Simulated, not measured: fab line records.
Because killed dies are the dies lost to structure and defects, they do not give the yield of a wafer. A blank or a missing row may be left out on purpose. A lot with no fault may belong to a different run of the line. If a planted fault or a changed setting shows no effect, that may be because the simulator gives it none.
Matching of chambers ; flow n5_finfet ; 4 sister chambers for N5_BEOL_M14_DESCUM_33 on rie_diel-01
The step chemistry O2, time 7.9 s. 4 wafers are shown with their chamber, then 12 later ones without.

== WAFERS PAIRED WITH THEIR CHAMBERS ==
wafer;chamber;showerhead_plenum_p_Torr (Torr)
L089.3;3;2.20
L089.4;2;2.21
L089.5;1;2.05
L089.6;0;2.07

== WAFERS WITHOUT THEIR CHAMBER ==
wafer;showerhead_plenum_p_Torr (Torr)
L091.3;2.07
L091.5;2.20
L091.6;2.21
L095.2;2.05
L095.3;2.07
L095.5;2.20
L097.1;2.04
L097.2;2.19
L097.3;2.18
L097.4;2.04
L097.5;2.19
L097.6;2.18

== WHICH CHAMBER EACH ONE RAN IN ==
wafer;from the rows above;in truth
L091.3;0;0
L091.5;can't be placed: 3 or 2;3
L091.6;can't be placed: 2 or 3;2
L095.2;1;1
L095.3;0;0
L095.5;can't be placed: 3 or 2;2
L097.1;1;1
L097.2;can't be placed: 3 or 2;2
L097.3;can't be placed: 3 or 2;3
L097.4;1;1
L097.5;can't be placed: 3 or 2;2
L097.6;can't be placed: 3 or 2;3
5 of 12 placed correctly. Can't be placed from these rows: 7 (the true chamber is among the candidates in 7). Wrongly placed: 0.
How it was worked out, from the rows above alone: a wafer's distance from a chamber is the root of the sum, over the readings, of the square of ((its reading less the chamber's mean) divided by the reading's scatter). The wafer belongs to the nearest chamber; if the next one is less than 2 further off, it can't be placed. The mean given for a chamber averages the wafers shown for that chamber. The scatter: root of mean squared gap, hidden wafer to nearest shown wafer, with one shown wafer a chamber.
